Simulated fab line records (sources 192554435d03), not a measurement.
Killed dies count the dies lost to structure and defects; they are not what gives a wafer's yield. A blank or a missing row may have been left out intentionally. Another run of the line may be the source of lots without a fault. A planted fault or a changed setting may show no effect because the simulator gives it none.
A struck lot beside a sound one -- flow n5-finfet -- 40 out of 1938 route steps
Sound: wafers L230.1, L230.4, L230.6. Struck: wafer L235.3 (left out: L235.2, L235.4 of the same lot, which were not struck); the cause appears at the end.
For every step that has rows: the tool of each side, followed by ch and its chambers, followed by its first start. Under that, the readings that differ: sound wafers -- struck wafers -- difference of the means -- sigmas: that difference in standard deviations of wafers without a fault.
alike: same words and numbers on both sides, and readings whose means sit less than 2 such deviations apart. not compared: any withheld reading, any reading some wafer has no value for, any bound like >300 that may hide the same value, and any number with overlapping values for which the record gives no deviation.
The two part at a step that has a row with sigmas, a row that says differs or no value, or rows on one side only. Non-overlapping numbers with no deviation appear without sigmas and do not part them. A reading that every wafer of one side lacks parts them only if that side has two wafers or more.

first, 11 steps without rows for these wafers: N5_ZERO_LAYER_PECVD_02 (deposits SiO2 from SiH4/N2O, target thk 10 nm, time 6 s); N5_ZERO_LAYER_HMDS_04 (time 60 s); N5_ZERO_LAYER_COAT_05 (resist thk 1000 nm); N5_ZERO_LAYER_EBR_07; N5_ZERO_LAYER_SOFTBAKE_06 (time 90 s); N5_ZERO_LAYER_EXPOSE_08 (exposes mask ZERO, defocus 0 nm, target cd 2000 nm); N5_ZERO_LAYER_PEB_09; N5_ZERO_LAYER_DEVELOP_10 (develop time 60 s); N5_ZERO_LAYER_HARDBAKE_23 (time 120 s); N5_ZERO_LAYER_DESCUM_16 (chemistry O2, time 7.9 s); N5_ZERO_LAYER_ETCH_17 (etches SiO2 in CF4, target depth 12 nm, time 13.3 s).
N5_ZERO_LAYER_ETCH_18: etches Si in HBr/Cl2, target depth 120 nm, time 40 s.
  sound on rie-si-01 ch 1,2,3, day 4 00:47; struck on rie-si-01 ch 1, day 5 06:55
  alike: drypump-motor-current-A, he-backside-leak-sccm, oes-product-au, throttle-valve-pct
  not compared: rf-hours-counter-h
then, 2 steps without rows for these wafers: N5_ZERO_LAYER_STRIP_24 (strips in O2); N5_ZERO_LAYER_STRIP_19 (strips in SPM, time 900 s).
N5_ZERO_LAYER_INSPECT_20: inspects for defects (darkfield).
  struck on defect-inspect-01, day 5 07:23; sound on defect-inspect-01, day 4 01:16
reading,sound,struck,difference,sigmas
raw-defect-count,24 37 27,876,+847,+45
then, 8 steps without rows for these wafers: N5_WELL_APT_HMDS_01 (time 60 s); N5_WELL_APT_COAT_02 (resist thk 950 nm); N5_WELL_APT_EBR_04; N5_WELL_APT_SOFTBAKE_03 (time 60 s); N5_WELL_APT_EXPOSE_05 (exposes mask NWELL, defocus 0 nm, target cd 200 nm); N5_WELL_APT_PEB_06 (peb time 90 s); N5_WELL_APT_DEVELOP_07 (develop time 45 s); N5_WELL_APT_HARDBAKE_12 (time 120 s).
N5_WELL_APT_INSPECT_10: inspects for defects (macro).
  struck on defect-inspect-01, day 5 07:52; sound on defect-inspect-01, day 4 01:37
reading,sound,struck,difference,sigmas
raw-defect-count,3 1 3,>300,differs,
then, 12 steps without rows for these wafers: N5_WELL_APT_DESCUM_13 (chemistry O2, time 7.9 s); N5_WELL_APT_IMPLANT_14; N5_WELL_APT_IMPLANT_15; N5_WELL_APT_STRIP_16 (strips in SPM, time 900 s); N5_WELL_APT_HMDS_18 (time 60 s); N5_WELL_APT_COAT_19 (resist thk 950 nm); N5_WELL_APT_EBR_21; N5_WELL_APT_SOFTBAKE_20 (time 60 s); N5_WELL_APT_EXPOSE_22 (exposes mask PWELL, defocus 0 nm, target cd 200 nm); N5_WELL_APT_PEB_23 (peb time 90 s); N5_WELL_APT_DEVELOP_24 (develop time 45 s); N5_WELL_APT_HARDBAKE_29 (time 120 s).
N5_WELL_APT_INSPECT_27: inspects for defects (macro).
  struck on defect-inspect-01, day 5 09:00; sound on defect-inspect-02, day 4 02:55
reading,sound,struck,difference,sigmas
raw-defect-count,4 0 1,>300,differs,
N5_WELL_APT_INSPECT_38: inspects for defects (darkfield).
  struck on defect-inspect-01, day 5 10:44; sound on defect-inspect-02, day 4 05:03
reading,sound,struck,difference,sigmas
raw-defect-count,4 5 11,868,+861,+99 or more
-- a jump in the record: the struck wafers' starts before and after are 6 days apart (it breaks off in module WELL_APT and resumes in module BEOL_M4, where the first step shown is number 1111 of the route) --
N5_BEOL_M4_RC_MEAS_101:
  sound on prober-01 ch 0, day 10 16:18; struck on prober-02 ch 0, day 11 20:33
reading,sound,struck,difference,sigmas
SS_P (mV/dec),73.3 74.2 72.5,72.2,-1.1,-2
VT_P (mV),-256 -254 -255,-248,+7,+2
  alike: DIBL_N, DIBL_P, IOFF_N, IOFF_P, ION_N, ION_P, SS_N, VT_N
-- record jumps: 5 days separate the struck wafers' starts on either side; left off in module BEOL_M4, taken up again in module PASSIVATION, whose first shown step is the route's number 1936 --
N5_PASSIVATION_PROBE_49:
  only the struck wafers here have rows in the record (prober-02, day 16 09:28); the sound ones have none

== WHERE THEY PART ==
Earliest at N5_ZERO_LAYER_INSPECT_20; latest, in this record, at N5_PASSIVATION_PROBE_49.

WHY: whatever the simulator had introduced
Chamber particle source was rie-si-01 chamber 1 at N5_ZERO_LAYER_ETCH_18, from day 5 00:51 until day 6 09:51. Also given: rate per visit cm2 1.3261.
